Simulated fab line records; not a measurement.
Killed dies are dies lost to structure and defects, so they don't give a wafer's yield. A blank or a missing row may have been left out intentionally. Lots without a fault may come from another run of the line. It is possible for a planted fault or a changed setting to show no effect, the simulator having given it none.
Which tool is to blame? | flow nand-harc | 10 lots with 30 wafers sampled at 3 steps, on a route of 1159 steps

== WHAT THE GAUGES SHOWED, per wafer ==
NHARC_P_GATE_INSPECT_68.
lot  | measured     | on                | raw-defect-count
L693 | day 5 15:44  | defect-inspect-02 | 518 321 255
L692 | day 5 16:22  | defect-inspect-02 | 362 235 307
L694 | day 6 02:38  | defect-inspect-02 | 197 214 251
L696 | day 6 12:38  | defect-inspect-01 | 135 223 286
L698 | day 6 23:58  | defect-inspect-01 | 219 187 276
L701 | day 7 18:18  | defect-inspect-02 | 177 289 119
L709 | day 9 17:02  | defect-inspect-01 | 806 780 737 788 792 729
L711 | day 10 05:25 | defect-inspect-01 | 770 745 734 789 751 734
L713 | day 10 19:02 | defect-inspect-02 | 265 206 277
L714 | day 10 19:19 | defect-inspect-01 | 179 138 286

== WHAT TOOL EACH LOT RAN ON (gives the tool, then ch and the chambers of the sampled wafers, and finally the start) ==
lot  | NHARC_P_GATE_ETCH_114              | NHARC_P_GATE_ETCHBACK_37
L693 | rie-diel-13 ch 2,3, day 4 20:00    | rie-diel-01 ch 0,3, day 5 15:44 or earlier
L692 | rie-diel-01 ch 1,3, day 4 21:00    | rie-diel-01 ch 0,2,3, day 5 16:22 or earlier
L694 | rie-diel-01 ch 0,2, day 5 08:00    | rie-diel-01 ch 0,2, day 6 02:38 or earlier
L696 | rie-diel-01 ch 0,3, day 5 18:00    | rie-diel-13 ch 0,2, day 6 12:38 or earlier
L698 | rie-diel-13 ch 0,1,3, day 6 06:00  | rie-diel-03 ch 0,2,3, day 6 23:58 or earlier
L701 | rie-diel-13 ch 0,1, day 6 23:00    | rie-diel-13 ch 0,1,3, day 7 18:18 or earlier
L709 | rie-diel-03 ch 0,1,3, day 8 22:00  | rie-diel-13 ch 0,2,3, day 9 17:02 or earlier
L711 | rie-diel-03 ch 2,3, day 9 10:00    | rie-diel-13 ch 1,2,3, day 10 05:25 or earlier
L713 | rie-diel-13 ch 2,3, day 10 00:00   | rie-diel-13 ch 0,2, day 10 19:02 or earlier
L714 | rie-diel-13 ch 0,1,2, day 10 01:00 | rie-diel-03 ch 0,1,3, day 10 19:19 or earlier
- NHARC_P_GATE_ETCH_114: etches the open film in CF4/O2, target depth 30 nm, overetch 3 nm, time 16.5 s.
- NHARC_P_GATE_ETCHBACK_37: etches the open film in CHF3/O2, target depth 34.5 nm, time 17.2 s.

== WHAT THE TOOLS THEMSELVES READ (means of the sampled wafers that have a number; where no wafer has one, the mark that the record gives instead) ==
NHARC_P_GATE_ETCH_114.
lot  | tool        | bias-w (W) | drypump-motor-current-A (A) | oes-product-au (a.u.) | rf-vpp-V (V) | showerhead-plenum-p-Torr (Torr) | throttle-valve-pct (%)
L693 | rie-diel-13 | 100.1      | 5.5                         | 1.004                 | 195.6        | 1.25                            | 13.404
L692 | rie-diel-01 | 100.1      | 5.1                         | 0.988                 | 196.5        | 1.30                            | 13.388
L694 | rie-diel-01 | 100.1      | 6.2                         | 0.997                 | 198.1        | 1.37                            | 13.392
L696 | rie-diel-01 | 99.9       | 5.6                         | 0.993                 | 196.3        | 1.30                            | 13.398
L698 | rie-diel-13 | 100.1      | 5.6                         | 1.009                 | 197.0        | 1.31                            | 13.399
L701 | rie-diel-13 | 99.9       | 6.0                         | 1.008                 | 197.9        | 1.33                            | 13.391
L709 | rie-diel-03 | 99.9       | 5.6                         | 1.007                 | 197.5        | 1.33                            | 13.398
L711 | rie-diel-03 | 100.0      | 5.6                         | 1.015                 | 198.1        | 1.35                            | 13.406
L713 | rie-diel-13 | 99.9       | 5.1                         | 1.006                 | 196.1        | 1.24                            | 13.390
L714 | rie-diel-13 | 100.3      | 5.9                         | 1.003                 | 197.5        | 1.31                            | 13.403

NHARC_P_GATE_ETCHBACK_37.
lot  | tool        | bias-w (W) | drypump-motor-current-A (A) | oes-product-au (a.u.) | rf-vpp-V (V) | showerhead-plenum-p-Torr (Torr) | throttle-valve-pct (%)
L693 | rie-diel-01 | 199.7      | 5.6                         | 0.92                  | 369.2        | 2.34                            | 20.589
L692 | rie-diel-01 | 199.8      | 5.7                         | 0.92                  | 371.9        | 2.44                            | 20.573
L694 | rie-diel-01 | 200.2      | 6.1                         | 0.92                  | 371.9        | 2.45                            | 20.572
L696 | rie-diel-13 | 199.9      | 5.9                         | 0.93                  | 367.7        | 2.27                            | 20.574
L698 | rie-diel-03 | 200.1      | 5.6                         | 1.01                  | 371.8        | 2.45                            | 20.568
L701 | rie-diel-13 | 199.9      | 5.6                         | 0.93                  | 369.1        | 2.35                            | 20.571
L709 | rie-diel-13 | 200.3      | 5.6                         | 0.93                  | 367.3        | 2.26                            | 20.572
L711 | rie-diel-13 | 199.9      | 5.5                         | 0.99                  | 368.4        | 2.33                            | 20.580
L713 | rie-diel-13 | 199.6      | 5.9                         | 0.92                  | 367.6        | 2.26                            | 20.569
L714 | rie-diel-03 | 199.7      | 5.7                         | 1.01                  | 370.6        | 2.39                            | 20.578

== THE ANSWER, worked out from the rows above alone ==
Rule: usual is defined by the lots themselves. The widest of any qualifying gaps counts: lots, ordered by their means at a reading, are off when they make up no more than a third of the lots, leave a main group of 4 or more, and stand apart from it by 3 or more times the standard deviation of that group's means. A main group is skipped when, at the precision printed for the reading in the tables above, its means are all equal. Also off: a lot with no number at a reading for which 4 or more lots have one. Where the step has rows for the other lots, those lots are counted as sound. The gauges are gone through in route order, then the tools' own readings, and for those a lot's mean is taken as printed above. The first step at which some lot is off is used, and at that step the reading that is off furthest; a lot without a number counts as furthest.
Off at NHARC_P_GATE_INSPECT_68 (raw-defect-count): L709, L711. For the main group the mean is 247 and the standard deviation 54.
If a tool, at a process step before that reading, ran all the lots that are off and no sound lot after the first of them, it fits. Those tools and the gauges at NHARC_P_GATE_INSPECT_68 are tried in the same way. With no start given for some of its lots, NHARC_P_GATE_ETCHBACK_37 uses the hours and lot order of NHARC_P_GATE_INSPECT_68. One candidate fits, namely rie-diel-03 at NHARC_P_GATE_ETCH_114. It ran no sound lot before its first lot that is off in this sample, so the start can't be narrowed down.

== WHAT WAS PUT IN BY THE SIMULATOR ==
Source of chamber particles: rie-diel-03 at NHARC_P_GATE_ETCH_114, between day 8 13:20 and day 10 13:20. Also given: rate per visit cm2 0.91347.
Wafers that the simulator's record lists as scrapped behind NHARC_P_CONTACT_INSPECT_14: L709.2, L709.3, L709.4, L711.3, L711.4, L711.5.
Struck lots among those shown: L709, L711. The rule above reached the same finding.
